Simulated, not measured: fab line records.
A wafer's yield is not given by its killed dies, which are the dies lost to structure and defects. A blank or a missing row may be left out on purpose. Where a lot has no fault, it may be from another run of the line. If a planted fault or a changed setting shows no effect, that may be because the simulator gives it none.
fab line records + flow n5-finfet
[record]
- lots = 7
- wafers = 39
route steps=1938 shown FIN_SAQP@102 STI_FIN_REVEAL@190 HKMG_FIN@397 MOL_CONTACT_COAG@547 BEOL_M1@753
start-h: the number of hours between the record's first day and the start of the first shown wafer of the lot + wait-h: hours elapsed since this lot's preceding step + " repeats the value in the row above + L1.1+2: one row covering several wafers at once + - no value present, or no start provided + * or withheld: withheld + < > ~ a bound
route shown NAME@n: names a module that has steps shown in the file, with the first one's number in the route + usual: average and standard deviation across the fault-free wafers + same: alike in all rows + chamber/n: place in a boat + sites: readings site by site + _std_site: the standard deviation of these + _edge_site: inner sites' mean taken away from outer sites' mean + radius-mm: for every site, how far away it sits from the centre of the wafer + mask NAME#n: copy n + behind: tool/chamber where the wafer was last shaped + hold: why the lot was held/for how many hours/how that ended + device: transistor that didn't switch, given as n, p or np + end of line: at the end of the route, the tests of the same wafers + where a step has no rows: the recipe by itself + killed: the dies lost at the first sort to structure and to defects; this is not the yield of the wafer + map: a wafer's dies, x killed, . not, _ none there
set.NAME: the setting the step ran with; set.NAME@STEP: the setting that earlier step ran with + model.NAME: the simulator's own value behind a step, which no gauge read
lots with deliberately changed settings; one table per step, one row per wafer
[[steps]]
[step N5_FIN_SAQP_HM_DEP_72]
[recipe]
- material = SiO2
- target-thk-a = 120
- temp-c = 400
- precursor = SiH4/N2O
- pressure-torr = 0.75
- rf-w = 275
- time-s = 7.2
| lot.wafer | tool     | chamber | start-h | wait-h | set.time-s | model.SiO2_of_FIN_SAQP_HM_DEP_72.thk-nm |
|-----------|----------|---------|---------|--------|------------|-----------------------------------------|
| L076.1    | pecvd-01 | 1       | 33.03   | 0.0    | 7.2        | 11.98                                   |
| L076.4    | "        | 2       | "       | "      | 7.2        | 12.12                                   |
| L076.5    | "        | 0       | "       | "      | 7.2        | 11.82                                   |
| L080.1    | pecvd-02 | 2       | 56.82   | 0.0    | 7.2        | 11.83                                   |
| L080.2    | "        | 0       | "       | "      | 3.375      | 5.552                                   |
| L080.3    | "        | 1       | "       | "      | 7.2        | 11.8                                    |
| L080.4    | "        | 0       | "       | "      | 3.375      | 5.522                                   |
| L080.5    | "        | 1       | "       | "      | 7.2        | 12.03                                   |
| L080.6    | "        | 2       | "       | "      | 3.375      | 5.437                                   |
| L085.1    | pecvd-01 | 2       | 90.09   | 0.0    | 10.54      | 17.46                                   |
| L085.2    | "        | 0       | "       | "      | 7.2        | 11.68                                   |
| L085.3    | "        | 1       | "       | "      | 7.2        | 12.02                                   |
| L085.4    | "        | 0       | "       | "      | 7.2        | 11.87                                   |
| L085.5    | "        | 1       | "       | "      | 10.54      | 17.83                                   |
| L085.6    | "        | 2       | "       | "      | 10.54      | 17.68                                   |
| L089.1    | pecvd-01 | 0       | 115.16  | 0.0    | 7.2        | 11.68                                   |
| L089.2    | "        | 2       | "       | "      | 5.371      | 8.889                                   |
| L089.3    | "        | 1       | "       | "      | 5.371      | 8.998                                   |
| L089.4    | "        | 2       | "       | "      | 7.2        | 11.91                                   |
| L089.5    | "        | 0       | "       | "      | 7.2        | 11.86                                   |
| L089.6    | "        | 1       | "       | "      | 5.371      | 9.18                                    |
| L093.1    | pecvd-01 | 1       | 135.83  | 0.0    | 5.667      | 9.505                                   |
| L093.2    | "        | 2       | "       | "      | 5.667      | 9.314                                   |
| L093.3    | "        | 0       | "       | "      | 7.2        | 11.73                                   |
| L093.4    | "        | 2       | "       | "      | 5.667      | 9.305                                   |
| L093.5    | "        | 0       | "       | "      | 7.2        | 11.82                                   |
| L093.6    | "        | 1       | "       | "      | 7.2        | 12.14                                   |
| L094.1    | pecvd-01 | 2       | 141.15  | 0.0    | 7.2        | 11.86                                   |
| L094.2    | "        | 0       | "       | "      | 7.2        | 11.82                                   |
| L094.3    | "        | 1       | "       | "      | 10.12      | 16.72                                   |
| L094.4    | "        | 2       | "       | "      | 10.12      | 16.88                                   |
| L094.5    | "        | 0       | "       | "      | 7.2        | 12.06                                   |
| L094.6    | "        | 1       | "       | "      | 10.12      | 17.12                                   |
| L096.1    | pecvd-02 | 1       | 152.90  | 0.0    | 10.52      | 17.54                                   |
| L096.2    | "        | 0       | "       | "      | 7.2        | 12.05                                   |
| L096.3    | "        | 2       | "       | "      | 10.52      | 17.33                                   |
| L096.4    | "        | 2       | "       | "      | 7.2        | 12.09                                   |
| L096.5    | "        | 0       | "       | "      | 7.2        | 12.17                                   |
| L096.6    | "        | 1       | "       | "      | 10.52      | 17.85                                   |
[step N5_FIN_SAQP_COAT_49]
[recipe]
- resist = SOC
- temp-c = 250
- time-s = 60
- spin-rpm = 1500
- resist-thk-nm = 100
[step N5_FIN_SAQP_COAT_50]
[recipe]
- resist = SiARC
- temp-c = 220
- time-s = 60
- spin-rpm = 1500
- resist-thk-nm = 35
[step N5_FIN_SAQP_ETCH_52]
[recipe]
- chemistry = N2/H2
- target = SOC
- target-depth-a = 1000
- overetch-a = 200
- mask-material = SiARC
- temp-c = 40
- time-s = 150
- ion-energy-ev = 200
- pressure-mtorr = 30
- source-w = 840
- bias-w = 150
- n2-flow-sccm = 200
- h2-flow-sccm = 200
- ends = end-point
[step N5_FIN_SAQP_STRIP_53]
[recipe]
- chemistry = N2/H2
- temp-c = 40
- n2-flow-sccm = 200
- h2-flow-sccm = 200
- rf-frequency-hz = 6e+07
[step N5_FIN_SAQP_HM_OPEN_73]
[recipe]
- chemistry = CHF3/O2
- target = SiO2
- stop-on = a-Si
- target-depth-a = 120
- over-etch-frac = 1.8
- mask-material = SOC
- time-s = 16.8
- pressure-mtorr = 30
- source-w = 650
- bias-w = 170
- Ar_flow_sccm = 200
- CHF3_flow_sccm = 50
- O2_flow_sccm = 5
- ion-energy-ev = 200
- ends = end-point
| lot.wafer | tool        | chamber | start-h | wait-h | set.time-s@FIN_SAQP_HM_DEP_72 | model.etch.depth-nm |
|-----------|-------------|---------|---------|--------|-------------------------------|---------------------|
| L076.1    | rie-diel-04 | 3       | 33.77   | 0.0    | 7.2                           | 11.98               |
| L076.4    | "           | 1       | "       | "      | 7.2                           | 12.12               |
| L076.5    | "           | 3       | "       | "      | 7.2                           | 11.82               |
| L080.1    | rie-diel-06 | 3       | 57.72   | 0.0    | 7.2                           | 11.83               |
| L080.2    | "           | 0       | "       | "      | 3.375                         | 5.552               |
| L080.3    | "           | 1       | "       | "      | 7.2                           | 11.8                |
| L080.4    | "           | 2       | "       | "      | 3.375                         | 5.522               |
| L080.5    | "           | 0       | "       | "      | 7.2                           | 12.03               |
| L080.6    | "           | 1       | "       | "      | 3.375                         | 5.437               |
| L085.1    | rie-diel-06 | 0       | 90.94   | 0.0    | 10.54                         | 17.46               |
| L085.2    | "           | 3       | "       | "      | 7.2                           | 11.68               |
| L085.3    | "           | 3       | "       | "      | 7.2                           | 12.02               |
| L085.4    | "           | 0       | "       | "      | 7.2                           | 11.87               |
| L085.5    | "           | 0       | "       | "      | 10.54                         | 17.83               |
| L085.6    | "           | 3       | "       | "      | 10.54                         | 17.68               |
| L089.1    | rie-diel-04 | 1       | 116.14  | 0.0    | 7.2                           | 11.68               |
| L089.2    | "           | 0       | "       | "      | 5.371                         | 8.889               |
| L089.3    | "           | 2       | "       | "      | 5.371                         | 8.998               |
| L089.4    | "           | 2       | "       | "      | 7.2                           | 11.91               |
| L089.5    | "           | 1       | "       | "      | 7.2                           | 11.86               |
| L089.6    | "           | 0       | "       | "      | 5.371                         | 9.18                |
| L093.1    | rie-diel-06 | 0       | 136.57  | 0.0    | 5.667                         | 9.505               |
| L093.2    | "           | 3       | "       | "      | 5.667                         | 9.314               |
| L093.3    | "           | 2       | "       | "      | 7.2                           | 11.73               |
| L093.4    | "           | 0       | "       | "      | 5.667                         | 9.305               |
| L093.5    | "           | 3       | "       | "      | 7.2                           | 11.82               |
| L093.6    | "           | 2       | "       | "      | 7.2                           | 12.14               |
| L094.1    | rie-diel-02 | 1       | 142.21  | 0.0    | 7.2                           | 11.86               |
| L094.2    | "           | 2       | "       | "      | 7.2                           | 11.82               |
| L094.3    | "           | 0       | "       | "      | 10.12                         | 16.72               |
| L094.4    | "           | 3       | "       | "      | 10.12                         | 16.88               |
| L094.5    | "           | 0       | "       | "      | 7.2                           | 12.06               |
| L094.6    | "           | 1       | "       | "      | 10.12                         | 17.12               |
| L096.1    | rie-diel-06 | 3       | 153.80  | 0.0    | 10.52                         | 17.54               |
| L096.2    | "           | 2       | "       | "      | 7.2                           | 12.05               |
| L096.3    | "           | 0       | "       | "      | 10.52                         | 17.33               |
| L096.4    | "           | 2       | "       | "      | 7.2                           | 12.09               |
| L096.5    | "           | 3       | "       | "      | 7.2                           | 12.17               |
| L096.6    | "           | 0       | "       | "      | 10.52                         | 17.85               |
[step N5_STI_FIN_REVEAL_ETCHBACK_08]
[recipe]
- chemistry = C4F6/O2
- target = SiO2
- target-depth-a = 305
- time-s = 10.167
- ion-energy-ev = 250
- pressure-mtorr = 30
- source-w = 345
- bias-w = 185
- Ar_flow_sccm = 300
- C4F6_flow_sccm = 10
- O2_flow_sccm = 10
| lot.wafer        | tool        | chamber     | start-h | wait-h | set.time-s |
|------------------|-------------|-------------|---------|--------|------------|
| L076.1+4+5       | rie-diel-06 | 0,1,0       | 45.21   | 0.2    | 10.167     |
| L080.1+2+3+4+5+6 | rie-diel-06 | 3,0,2,1,1,0 | 69.84   | 0.3    | 10.167     |
| L085.1+2+3+4+5+6 | rie-diel-04 | 0,1,2,3,3,0 | 103.45  | 0.2    | 10.167     |
| L089.1+2+3+4+5+6 | rie-diel-02 | 3,1,0,2,1,2 | 127.87  | 0.2    | 10.167     |
| L093.1+3+5       | rie-diel-02 | 3,1,3       | 149.06  | 0.2    | 10.167     |
| L093.2+4+6       | "           | 0,2,2       | "       | "      | 12.66      |
| L094.1+4+6       | rie-diel-04 | 2,1,2       | 153.44  | 0.2    | 13.53      |
| L094.2+3+5       | "           | 3,0,1       | "       | "      | 10.167     |
| L096.1+2+4       | rie-diel-06 | 2,0,2       | 165.27  | 0.2    | 10.167     |
| L096.3+5+6       | "           | 3,3,0       | "       | "      | 5.022      |
[step N5_STI_FIN_REVEAL_STRIP_24]
[recipe]
- chemistry = N2/H2
- time-s = 90
- power-w = 100
- temp-c = 40
- pressure-mtorr = 100
- rf-frequency-hz = 6e+07
- bias-power-w = 3
- n2-flow-sccm = 300
- h2-flow-sccm = 300
[step N5_STI_FIN_REVEAL_PRECLEAN_25]
[recipe]
- chemistry = SPM
- time-s = 90
- temp-c = 120
- mix = 4:1
[step N5_STI_FIN_REVEAL_SRD_23]
[recipe]
- dry = ipa-marangoni
- time-s = 30
- temp-c = 23
- rinse-liquid = diw
[step N5_STI_FIN_REVEAL_FIN_H_MEAS_10]
[usual]
- trench-depth-nm = 52.0/0.66
| lot.wafer | tool   | chamber | start-h | wait-h | set.time-s@STI_FIN_REVEAL_ETCHBACK_08 | trench-depth-nm |
|-----------|--------|---------|---------|--------|---------------------------------------|-----------------|
| L076.1    | ocd-01 | -       | 48.41   | 0.0    | 10.167                                | 52.7            |
| L076.4    | "      | -       | "       | "      | 10.167                                | 51.7            |
| L076.5    | "      | -       | "       | "      | 10.167                                | 52.9            |
| L080.1    | ocd-02 | -       | 72.79   | 0.0    | 10.167                                | 52.2            |
| L080.2    | "      | -       | "       | "      | 10.167                                | 53.4            |
| L080.3    | "      | -       | "       | "      | 10.167                                | 52.4            |
| L080.4    | "      | -       | "       | "      | 10.167                                | 51.9            |
| L080.5    | "      | -       | "       | "      | 10.167                                | 51.8            |
| L080.6    | "      | -       | "       | "      | 10.167                                | 53.4            |
| L085.1    | ocd-01 | -       | 106.52  | 0.0    | 10.167                                | 52.6            |
| L085.2    | "      | -       | "       | "      | 10.167                                | 53.8            |
| L085.3    | "      | -       | "       | "      | 10.167                                | 52.1            |
| L085.4    | "      | -       | "       | "      | 10.167                                | 53.0            |
| L085.5    | "      | -       | "       | "      | 10.167                                | 53.2            |
| L085.6    | "      | -       | "       | "      | 10.167                                | 52.9            |
| L089.1    | ocd-01 | -       | 130.84  | 0.0    | 10.167                                | 52.7            |
| L089.2    | "      | -       | "       | "      | 10.167                                | 52.1            |
| L089.3    | "      | -       | "       | "      | 10.167                                | 52.5            |
| L089.4    | "      | -       | "       | "      | 10.167                                | 51.5            |
| L089.5    | "      | -       | "       | "      | 10.167                                | 52.5            |
| L089.6    | "      | -       | "       | "      | 10.167                                | 52.5            |
| L093.1    | ocd-01 | -       | 152.02  | 0.0    | 10.167                                | 51.9            |
| L093.2    | "      | -       | "       | "      | 12.66                                 | 60.4            |
| L093.3    | "      | -       | "       | "      | 10.167                                | 52.1            |
| L093.4    | "      | -       | "       | "      | 12.66                                 | 59.1            |
| L093.5    | "      | -       | "       | "      | 10.167                                | 52.2            |
| L093.6    | "      | -       | "       | "      | 12.66                                 | 58.9            |
| L094.1    | ocd-01 | -       | 156.39  | 0.0    | 13.53                                 | 62.2            |
| L094.2    | "      | -       | "       | "      | 10.167                                | 51.8            |
| L094.3    | "      | -       | "       | "      | 10.167                                | 51.8            |
| L094.4    | "      | -       | "       | "      | 13.53                                 | 62.9            |
| L094.5    | "      | -       | "       | "      | 10.167                                | 53.1            |
| L094.6    | "      | -       | "       | "      | 13.53                                 | 62.6            |
| L096.1    | ocd-02 | -       | 168.22  | 0.0    | 10.167                                | 51.7            |
| L096.2    | "      | -       | "       | "      | 10.167                                | 52.3            |
| L096.3    | "      | -       | "       | "      | 5.022                                 | 36.0            |
| L096.4    | "      | -       | "       | "      | 10.167                                | 52.1            |
| L096.5    | "      | -       | "       | "      | 5.022                                 | 35.8            |
| L096.6    | "      | -       | "       | "      | 5.022                                 | 36.6            |
[step N5_HKMG_FIN_DEVELOP_48]
[recipe]
- develop-time-s = 30
- developer = TMAH
- resist = CAR-ArF
- rinse-liquid = diw
- dry = air-spin
- dev-temp-c = 23
| lot.wafer  | tool           | chamber | start-h | wait-h | set.develop-time-s |
|------------|----------------|---------|---------|--------|--------------------|
| L076.1+4+5 | litho-track-05 | 0       | -       | -      | 30                 |
| L080.1+2+4 | litho-track-01 | 0       | -       | -      | 38.34              |
| L080.3+5+6 | "              | 0       | "       | "      | 30                 |
| L085.1+4+6 | litho-track-01 | 0       | -       | -      | 34.52              |
| L085.2+3+5 | "              | 0       | "       | "      | 30                 |
| L089.1+4+6 | litho-track-01 | 0       | -       | -      | 30                 |
| L089.2+3+5 | "              | 0       | "       | "      | 16.58              |
| L093.1+5+6 | litho-track-04 | 0       | -       | -      | 30                 |
| L093.2+3+4 | "              | 0       | "       | "      | 43.82              |
| L094.1+5+6 | litho-track-01 | 0       | -       | -      | 30                 |
| L094.2+3+4 | "              | 0       | "       | "      | 40.92              |
| L096.1+4+5 | litho-track-04 | 0       | -       | -      | 30                 |
| L096.2+3+6 | "              | 0       | "       | "      | 45.91              |
[step N5_HKMG_FIN_CD_MEAS_49]
[recipe]
- target-cd-nm = 202
- landing-energy-ev = 500
- detector = se-inlens
- polarity = opening
[usual]
- cd-nm = 202.5/0.7
| lot.wafer | tool      | chamber | start-h | wait-h | set.develop-time-s@HKMG_FIN_DEVELOP_48 | cd-nm |
|-----------|-----------|---------|---------|--------|----------------------------------------|-------|
| L076.1    | cd-sem-02 | 0       | 82.02   | -      | 30                                     | 201.5 |
| L076.4    | "         | 0       | "       | "      | 30                                     | 201.7 |
| L076.5    | "         | 0       | "       | "      | 30                                     | 202.0 |
| L080.1    | cd-sem-03 | 0       | 107.87  | -      | 38.34                                  | 204.6 |
| L080.2    | "         | 0       | "       | "      | 38.34                                  | 204.0 |
| L080.3    | "         | 0       | "       | "      | 30                                     | 203.4 |
| L080.4    | "         | 0       | "       | "      | 38.34                                  | 203.8 |
| L080.5    | "         | 0       | "       | "      | 30                                     | 203.0 |
| L080.6    | "         | 0       | "       | "      | 30                                     | 202.6 |
| L085.1    | cd-sem-01 | 0       | 139.27  | -      | 34.52                                  | 204.3 |
| L085.2    | "         | 0       | "       | "      | 30                                     | 202.6 |
| L085.3    | "         | 0       | "       | "      | 30                                     | 202.1 |
| L085.4    | "         | 0       | "       | "      | 34.52                                  | 204.1 |
| L085.5    | "         | 0       | "       | "      | 30                                     | 202.9 |
| L085.6    | "         | 0       | "       | "      | 34.52                                  | 204.2 |
| L089.1    | cd-sem-02 | 0       | 165.35  | -      | 30                                     | 203.1 |
| L089.2    | "         | 0       | "       | "      | 16.58                                  | 200.5 |
| L089.3    | "         | 0       | "       | "      | 16.58                                  | 199.9 |
| L089.4    | "         | 0       | "       | "      | 30                                     | 203.3 |
| L089.5    | "         | 0       | "       | "      | 16.58                                  | 199.8 |
| L089.6    | "         | 0       | "       | "      | 30                                     | 202.7 |
| L093.1    | cd-sem-02 | 0       | 186.49  | -      | 30                                     | 201.9 |
| L093.2    | "         | 0       | "       | "      | 43.82                                  | 203.5 |
| L093.3    | "         | 0       | "       | "      | 43.82                                  | 203.1 |
| L093.4    | "         | 0       | "       | "      | 43.82                                  | 203.3 |
| L093.5    | "         | 0       | "       | "      | 30                                     | 201.5 |
| L093.6    | "         | 0       | "       | "      | 30                                     | 201.1 |
| L094.1    | cd-sem-02 | 0       | 191.04  | -      | 30                                     | 202.6 |
| L094.2    | "         | 0       | "       | "      | 40.92                                  | 204.0 |
| L094.3    | "         | 0       | "       | "      | 40.92                                  | 203.9 |
| L094.4    | "         | 0       | "       | "      | 40.92                                  | 204.4 |
| L094.5    | "         | 0       | "       | "      | 30                                     | 202.4 |
| L094.6    | "         | 0       | "       | "      | 30                                     | 203.2 |
| L096.1    | cd-sem-03 | 0       | 203.61  | -      | 30                                     | 202.5 |
| L096.2    | "         | 0       | "       | "      | 45.91                                  | 204.2 |
| L096.3    | "         | 0       | "       | "      | 45.91                                  | 204.4 |
| L096.4    | "         | 0       | "       | "      | 30                                     | 202.1 |
| L096.5    | "         | 0       | "       | "      | 30                                     | 201.5 |
| L096.6    | "         | 0       | "       | "      | 45.91                                  | 205.2 |
[step N5_MOL_CONTACT_COAG_SPUTTER_143]
[recipe]
- material = Co
- target-thk-a = 25
- temp-c = 25
- chamber-pressure-pa = 0.2
| lot.wafer      | tool           | chamber | start-h | wait-h | set.target-thk-a | model.Co_of_MOL_CONTACT_COAG_SPUTTER_143.thk-nm |
|----------------|----------------|---------|---------|--------|------------------|-------------------------------------------------|
| L076.1         | pvd-sputter-02 | -       | 102.13  | 0.0    | 25               | 2.4                                             |
| L076.4+5       | "              | -       | "       | "      | 25               | 2.6                                             |
| L080.1         | pvd-sputter-01 | -       | 125.26  | 0.0    | 25               | 2.4                                             |
| L080.2+3+4+5+6 | "              | -       | "       | "      | 25               | 2.2                                             |
| L085.1         | pvd-sputter-01 | -       | 158.73  | 0.0    | 13.25            | 1.4                                             |
| L085.2+4+5     | "              | -       | "       | "      | 25               | 2.4                                             |
| L085.3+6       | "              | -       | "       | "      | 13.25            | 1.2                                             |
| L089.1+3       | pvd-sputter-02 | -       | 191.62  | 0.0    | 39.84            | 4.2                                             |
| L089.2+5       | "              | -       | "       | "      | 25               | 2.6                                             |
| L089.4         | "              | -       | "       | "      | 39.84            | 4                                               |
| L089.6         | "              | -       | "       | "      | 25               | 2.4                                             |
| L093.1+2+3+6   | pvd-sputter-03 | -       | 205.31  | 0.0    | 25               | 2.4                                             |
| L093.4+5       | "              | -       | "       | "      | 25               | 2.6                                             |
| L094.1+5       | pvd-sputter-02 | -       | 209.25  | 0.0    | 25               | 2.6                                             |
| L094.2         | "              | -       | "       | "      | 33.56            | 3.4                                             |
| L094.3+6       | "              | -       | "       | "      | 33.56            | 3.6                                             |
| L094.4         | "              | -       | "       | "      | 25               | 2.8                                             |
| L096.1+5       | pvd-sputter-01 | -       | 223.15  | 0.0    | 31.51            | 3                                               |
| L096.2+4       | "              | -       | "       | "      | 25               | 2.4                                             |
| L096.3         | "              | -       | "       | "      | 31.51            | 3.2                                             |
| L096.6         | "              | -       | "       | "      | 25               | 2.6                                             |
[step N5_BEOL_M1_PECVD_72]
[recipe]
- material = SiO2
- target-thk-a = 160
- temp-c = 400
- precursor = TEOS/O2
- pressure-torr = 5.5
- rf-w = 450
- teos-flow-sccm = 53.8
- gas = O2
- flow-sccm = 3000
- time-s = 18
| lot.wafer  | tool     | chamber | start-h | wait-h | set.time-s | model.SiO2_of_BEOL_M1_PECVD_72.thk-nm |
|------------|----------|---------|---------|--------|------------|---------------------------------------|
| L076.1     | pecvd-03 | 1       | 127.83  | 0.0    | 18         | 16                                    |
| L076.4     | "        | 2       | "       | "      | 18         | 16.2                                  |
| L076.5     | "        | 1       | "       | "      | 18         | 16.4                                  |
| L080.1     | pecvd-03 | 2       | 152.22  | 0.0    | 18         | 15.8                                  |
| L080.2+4   | "        | 1,2     | "       | "      | 15.11      | 13.6                                  |
| L080.3+6   | "        | 1       | "       | "      | 18         | 16.4                                  |
| L080.5     | "        | 2       | "       | "      | 15.11      | 13.8                                  |
| L085.1     | pecvd-04 | 2       | 183.49  | 0.0    | 24.21      | 21.2                                  |
| L085.2     | "        | 0       | "       | "      | 18         | 16                                    |
| L085.3     | "        | 1       | "       | "      | 18         | 15.8                                  |
| L085.4     | "        | 0       | "       | "      | 24.21      | 21.6                                  |
| L085.5     | "        | 1       | "       | "      | 24.21      | 21                                    |
| L085.6     | "        | 2       | "       | "      | 18         | 16.2                                  |
| L089.1     | pecvd-03 | 2       | 223.08  | 0.0    | 18         | 15.8                                  |
| L089.2+4   | "        | 1,0     | "       | "      | 18         | 16                                    |
| L089.3+5+6 | "        | 0,1,2   | "       | "      | 9.363      | 8.4                                   |
| L093.1     | pecvd-01 | 0       | 234.24  | 0.0    | 13.77      | 12                                    |
| L093.2     | "        | 1       | "       | "      | 18         | 16.2                                  |
| L093.3     | "        | 2       | "       | "      | 13.77      | 12.4                                  |
| L093.4     | "        | 0       | "       | "      | 18         | 15.8                                  |
| L093.5     | "        | 2       | "       | "      | 18         | 16                                    |
| L093.6     | "        | 1       | "       | "      | 13.77      | 12.6                                  |
| L094.1     | pecvd-01 | 0       | 238.20  | 0.0    | 18         | 15.2                                  |
| L094.2+4   | "        | 2       | "       | "      | 18         | 15.8                                  |
| L094.3+6   | "        | 1,0     | "       | "      | 23.38      | 20.2                                  |
| L094.5     | "        | 1       | "       | "      | 23.38      | 20.6                                  |
| L096.1+2   | pecvd-03 | 2,1     | 250.26  | 0.0    | 18         | 16                                    |
| L096.3     | "        | 0       | "       | "      | 18         | 15.6                                  |
| L096.4+5+6 | "        | 1,0,2   | "       | "      | 18         | 16.2                                  |
[[key]]
[split]
- step = N5_FIN_SAQP_HM_DEP_72
- setting = time-s
- stated = 7.2
- by = wafer
[response]
- step = N5_FIN_SAQP_HM_DEP_72
- reading = model.SiO2_of_FIN_SAQP_HM_DEP_72.thk-nm
- change = +0.121
- per = 1%
- r = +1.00
[response]
- step = N5_FIN_SAQP_HM_OPEN_73
- reading = model.etch.depth-nm
- change = +0.121
- per = 1%
- r = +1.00
[split]
- step = N5_STI_FIN_REVEAL_ETCHBACK_08
- setting = time-s
- stated = 10.167
- by = wafer
[response]
- step = N5_STI_FIN_REVEAL_FIN_H_MEAS_10
- reading = trench-depth-nm
- change = +0.312
- per = 1%
- r = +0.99
[split]
- step = N5_HKMG_FIN_DEVELOP_48
- setting = develop-time-s
- stated = 30
- by = wafer
[response]
- step = N5_HKMG_FIN_CD_MEAS_49
- reading = cd-nm
- change = +0.0496
- per = 1%
- r = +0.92
[split]
- step = N5_MOL_CONTACT_COAG_SPUTTER_143
- setting = target-thk-a
- stated = 25
- by = wafer
[response]
- step = N5_MOL_CONTACT_COAG_SPUTTER_143
- reading = model.Co_of_MOL_CONTACT_COAG_SPUTTER_143.thk-nm
- change = +0.0255
- per = 1%
- r = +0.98
[split]
- step = N5_BEOL_M1_PECVD_72
- setting = time-s
- stated = 18
- by = wafer
[response]
- step = N5_BEOL_M1_PECVD_72
- reading = model.SiO2_of_BEOL_M1_PECVD_72.thk-nm
- change = +0.156
- per = 1%
- r = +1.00
